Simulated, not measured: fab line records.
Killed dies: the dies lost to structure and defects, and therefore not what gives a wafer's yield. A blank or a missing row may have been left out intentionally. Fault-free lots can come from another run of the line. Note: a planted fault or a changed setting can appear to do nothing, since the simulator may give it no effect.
A struck lot beside a sound one / flow nand_harc / 40 steps out of a route of 1302
Sound: the wafers L540.3, L540.4, L540.5. Struck: wafers L541.1, L541.4, L541.6. At the end, the cause is stated.
Each step with rows lists, per side, the tool, then ch with its chambers, then its first start. Under that, the readings that differ: sound wafers / struck wafers / difference of the means / sigmas: that difference in standard deviations of wafers without a fault.
alike: same words and numbers on both sides, and readings whose means sit less than 2 such deviations apart. not compared: any withheld reading, any reading some wafer has no value for, any bound like >300 that may hide the same value, and any number with overlapping values for which the record gives no deviation.
Wherever a step has rows on one side only, a row that says differs or no value, or a row with sigmas, the two part there. When numbers do not overlap yet have no deviation, they are printed without sigmas and do not part them. A reading that every wafer of one side lacks parts them only if that side has two wafers or more.

first, 1 step without rows for these wafers: NHARC_A_CONTACT_ETCH_138 (etches the open film in C4F8/O2/Ar, time 311 s, target depth 1914 nm).
NHARC_A_CONTACT_ETCH_139: etches the open film in C4F8/O2/Ar, time 195 s, target depth 840 nm.
  sound on har_cap_etch-03 ch 0,1, day 24 07:02; struck on har_cap_etch-03 ch 0,1, day 25 03:14
  alike: oes_air_line_au
  not compared: rf_hours_counter_h
NHARC_A_CONTACT_ETCH_92: etches the open film in CH3F/O2, target depth 40 nm, time 85.7 s.
  sound on rie_diel-05 ch 0,2,3, day 24 07:29; struck on rie_diel-12 ch 1,3, day 25 03:50
  alike: bias_w, drypump_motor_current_A, oes_product_au, rf_fwd_power_W, rf_vpp_V, showerhead_plenum_p_Torr, throttle_valve_pct
  not compared: rf_hours_counter_h
NHARC_A_CONTACT_ETCH_98: etches the open film in C4F6/O2, target depth 20 nm, time 10 s.
  sound on rie_diel-05 ch 2,3; struck on rie_diel-12 ch 1,3, day 25 03:58
  alike: bias_w, c4f6_flow_sccm, drypump_motor_current_A, oes_product_au, rf_fwd_power_W, rf_vpp_V, showerhead_plenum_p_Torr, throttle_valve_pct
  not compared: rf_hours_counter_h
NHARC_A_CONTACT_CD_MEAS_15:
  sound on cd_sem-01, day 24 07:43; struck on cd_sem-02, day 25 04:02
  alike: cd_nm
then, 7 steps without rows for these wafers: NHARC_A_CONTACT_STRIP_107 (strips in N2/H2); NHARC_A_CONTACT_STRIP_108 (strips in CF4/CHF3); NHARC_A_CONTACT_STRIP_109 (strips in O2/COS); NHARC_A_CONTACT_ETCH_110 (etches the open film in CF4/O2, target depth 60 nm, overetch 6 nm, time 33 s); NHARC_A_CONTACT_STRIP_26 (strips in O2); NHARC_A_CONTACT_STRIP_27 (strips in post etch residue remover, time 600 s); NHARC_A_CONTACT_ALD_18 (deposits TiN, target thk 3 nm, pulse time 1 s, ald cycles 150).
NHARC_A_CONTACT_CVD_19: deposits W, target thk 300 nm, time 802 s.
  sound on cvd_w-02 ch 0,1, day 24 09:05; struck on cvd_w-02 ch 0,1, day 25 05:24
  alike: heater_power_w, throttle_valve_pct
then, 12 steps without rows for these wafers: NHARC_A_CONTACT_CMP_20 (polishes, t overpolish 30 s, target thk 300 nm); NHARC_A_CONTACT_SRD_22; NHARC_A_BLC_DEHYDRATE_00 (time 120 s); NHARC_A_BLC_HMDS_01 (time 30 s); NHARC_A_BLC_COAT_02 (time 75 s); NHARC_A_BLC_COAT_03 (time 65 s); NHARC_A_BLC_COAT_04 (resist thk 90 nm); NHARC_A_BLC_SOFTBAKE_05 (time 55 s); NHARC_A_BLC_EBR_06; NHARC_A_BLC_EXPOSE_07 (exposes mask A BLC, target cd 100 nm); NHARC_A_BLC_PEB_08 (peb time 65 s); NHARC_A_BLC_DEVELOP_09 (develop time 35 s).
NHARC_A_BLC_CD_MEAS_10 targets a cd of 100 nm.
  sound on cd_sem-03 ch 0, day 24 10:31; struck on cd_sem-01 ch 0, day 25 07:04
  alike: cd_nm
NHARC_A_BLC_OVL_MEAS_11:
  sound on overlay-01, day 24 10:36; struck on overlay-01, day 25 07:10
reading=overlay_x_nm (nm); sound=1.8 0.5 0.9; struck=-1.1 -1.2 -1.2; difference=-2.2; sigmas=-3
  alike: overlay_y_nm
then, 4 steps without rows for these wafers: NHARC_A_BLC_DESCUM_15 (chemistry O2, time 3 s); NHARC_A_BLC_ETCH_16 (etches the open film in CF4, target depth 39 nm, time 65 s); NHARC_A_BLC_ETCH_17 (etches the open film in N2/H2, target depth 390 nm, time 609.38 s); NHARC_A_BLC_ETCH_18 (etches the open film in C4F8/O2/Ar, target depth 910 nm).
NHARC_A_BLC_CD_MEAS_19:
  sound on cd_sem-01, day 24 11:40; struck on cd_sem-02, day 25 08:13
  alike: cd_nm
then, 3 steps without rows for these wafers: NHARC_A_BLC_STRIP_29 (strips in CF4); NHARC_A_BLC_STRIP_21 (strips in O2); NHARC_A_BLC_STRIP_22 (strips in post etch residue remover, time 600 s).
NHARC_A_BLC_DEGAS_30: time 60 s.
  sound on pvd_sputter-03, day 24 12:17; struck on pvd_sputter-02, day 25 08:49
  alike: heater_power_w
then, 2 steps without rows for these wafers: NHARC_A_BLC_PRE_CLEAN_31 (time 15 s); NHARC_A_BLC_PVD_32 (deposits Ti, target thk 5 nm, time 17.7 s).
NHARC_A_BLC_ALD_23: deposits TiN, target thk 3 nm, pulse time 1 s, ald cycles 150.
  sound on ald_metal-04 ch 0,2, day 24 12:32; struck on ald_metal-04 ch 0,1,3, day 25 09:04
  alike: heater_power_w, precursor_pulse_height_rel
NHARC_END_SORT_01:
  sound on prober-02 ch 0, day 26 07:14; struck on prober-02 ch 0, day 27 00:21
reading=killed_at_array; sound=54 51 59; struck=161 127 116; difference=+80; sigmas=+4
reading=killed_dies; sound=58 54 68; struck=165 128 117; difference=+77; sigmas=+4
  alike: killed_at_other, killed_at_periphery, killed_open, killed_short

== WHERE THEY PART ==
At NHARC_A_BLC_OVL_MEAS_11 first; at NHARC_END_SORT_01 last (within this record only).

WHY: whatever the simulator had introduced
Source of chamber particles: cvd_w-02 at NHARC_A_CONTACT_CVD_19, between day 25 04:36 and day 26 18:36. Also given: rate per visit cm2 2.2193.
